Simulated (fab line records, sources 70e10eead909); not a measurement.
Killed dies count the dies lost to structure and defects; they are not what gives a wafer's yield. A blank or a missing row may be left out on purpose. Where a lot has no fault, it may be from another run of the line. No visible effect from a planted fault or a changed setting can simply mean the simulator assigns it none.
Comparing a struck lot with a sound one :: flow nand-harc :: 14 steps out of a route of 1159
Sound: these wafers, L728.3, L728.4, L728.6. Struck: wafers L735.1, L735.4, L735.5. The cause is given at the end.
Each step with rows lists, per side, the tool, then ch with its chambers, then its first start. Under that, the readings that differ: sound wafers :: struck wafers :: difference of the means :: sigmas: that difference in standard deviations of wafers without a fault.
alike: readings with means less than 2 such deviations apart, plus words and numbers identical on both sides. not compared: withheld readings, readings lacking a value on some wafer, bounds such as >300 that could conceal the same value, and numbers that have no deviation in the record and whose values overlap.
A row with sigmas, a row that says differs or no value, or rows on one side alone: a step with any of these is where the two part. When numbers do not overlap yet have no deviation, they are printed without sigmas and do not part them. Lack of a reading on every wafer of one side parts them only where that side has two or more wafers.

first, 1 step without rows for these wafers: NHARC_A_CONTACT_STRIP_83 (strips in post etch residue remover, time 600 s).
NHARC_A_CONTACT_DEP_84: deposits aC, target thk 2000 nm.
  sound on acl-dep-02 ch 0, day 19 04:22; struck on acl-dep-03 ch 0, day 21 02:26
  alike: throttle-valve-pct
NHARC_A_CONTACT_DEP_85: deposits SiON, target thk 50 nm.
  sound on pecvd-02 ch 0,1, day 19 05:15; struck on pecvd-02 ch 0,2, day 21 03:46
  alike: chamber-pressure-Torr, heater-power-w, rf-fwd-power-W
  not compared: since-wet-clean-h
then, 9 steps without rows for these wafers: NHARC_A_CONTACT_DEHYDRATE_00 (time 120 s); NHARC_A_CONTACT_HMDS_01 (time 30 s); NHARC_A_CONTACT_COAT_86 (time 75 s); NHARC_A_CONTACT_COAT_87 (time 65 s); NHARC_A_CONTACT_COAT_02 (resist thk 90 nm); NHARC_A_CONTACT_SOFTBAKE_03 (time 55 s); NHARC_A_CONTACT_EBR_04; NHARC_A_CONTACT_EXPOSE_05 (exposes mask A CC); NHARC_A_CONTACT_PEB_06 (peb time 65 s).
NHARC_A_CONTACT_DEVELOP_07: develop time 35 s.
  sound on litho-track-06 ch 0, day 19 05:00; struck on litho-track-04, day 21 04:00
  no value came back on the struck wafers for chill-plate-temp-C (C), develop-time-s (s); on the sound wafers chill-plate-temp-C (C) reads 23.06 22.89 22.87
NHARC_A_CONTACT_CD_MEAS_08: target cd 100 nm.
  sound on cd-sem-02 ch 0, day 19 05:50; struck on cd-sem-01 ch 0, day 21 04:25
reading: cd-nm (nm)
sound: 99.8 99.8 100.5
struck: - - -
difference: no value on the struck wafers
sigmas: 

== WHERE THEY PART ==
Earliest at NHARC_A_CONTACT_DEVELOP_07; latest, in this record, at NHARC_A_CONTACT_CD_MEAS_08.

WHY: what had been put in by the simulator
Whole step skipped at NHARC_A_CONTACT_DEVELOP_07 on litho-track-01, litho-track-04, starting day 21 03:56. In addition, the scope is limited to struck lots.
